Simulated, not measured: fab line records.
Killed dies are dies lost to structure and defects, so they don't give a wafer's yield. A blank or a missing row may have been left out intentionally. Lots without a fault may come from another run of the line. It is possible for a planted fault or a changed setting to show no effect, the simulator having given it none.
Chamber matching ; flow n5Finfet ; 4 sister chambers for N5_BEOL_M8_CMP_52 on cmp-04
The step polishes, stops on SiCOH lowk, t overpolish 6.9 s, target thk 80 nm. 20 wafers are shown with their chamber, then 10 later ones without.

## WAFERS WITH THEIR CHAMBER
wafer;chamber;motorCurrentA (A);timeToEndpointS (s);barrierFieldEndpointS (s)
L075.2;0;5.3;61;27.7
L075.4;1;5.3;69;28.9
L075.6;2;5.1;69;29.2
L076.2;1;5.4;68;30.7
L076.3;2;5.3;67;29.4
L076.5;1;5.3;67;29.6
L079.3;3;6.5;65;28.0
L079.4;0;5.5;58;27.7
L079.5;0;5.5;60;27.4
L081.2;2;5.1;65;29.1
L081.4;3;6.3;64;29.1
L081.5;0;5.1;62;29.0
L085.1;2;5.3;71;29.6
L085.2;0;5.4;59;27.6
L085.6;2;5.1;68;29.4
L087.3;0;5.3;59;28.2
L087.4;1;5.2;65;29.8
L087.5;3;6.7;63;29.9
L084.2;1;5.0;70;30.3
L084.4;2;5.1;67;29.7

SIGNATURES (means of the wafers above)
reading;chamber 0;chamber 1;chamber 2;chamber 3;scatter within a chamber
motorCurrentA;5.350;5.240;5.167;6.500;0.146
timeToEndpointS;59.83;67.80;67.83;64.00;1.74
barrierFieldEndpointS;27.933;29.860;29.400;29.000;0.596
Rule: a wafer's distance from a chamber is the root of the sum, over the readings, of the square of ((its reading less the chamber's mean) divided by the reading's scatter). If the next closest chamber is less than 2 further off than the closest, the wafer can't be placed; otherwise it belongs to the closest. The scatter: take each reading less its chamber's mean, square it, sum over the shown wafers, divide by the number of wafers less the number of chambers, and take the root.

## WAFERS MISSING THEIR CHAMBER
wafer;motorCurrentA (A);timeToEndpointS (s);barrierFieldEndpointS (s)
L084.6;5.3;68;30.1
L089.2;6.3;61;27.6
L089.3;5.4;59;27.3
L089.5;5.3;68;29.1
L090.3;5.0;70;30.2
L090.4;5.1;61;29.3
L090.5;5.0;70;30.2
L096.1;5.2;69;29.0
L096.2;5.4;66;28.5
L096.4;6.2;64;28.6

## THE CHAMBER EACH PASSED THROUGH
wafer;from the rows above;in truth
L084.6;can't be placed: 1 or 2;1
L089.2;3;3
L089.3;0;0
L089.5;can't be placed: 2 or 1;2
L090.3;can't be placed: 1 or 2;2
L090.4;can't be placed: 0 or 2 or 1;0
L090.5;can't be placed: 1 or 2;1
L096.1;can't be placed: 2 or 1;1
L096.2;can't be placed: 2 or 1 or 0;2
L096.4;3;3
3 of 10 placed correctly. From these rows, 7 cannot be placed; in 7 the true chamber is one of the candidates. Wrongly placed: 0.
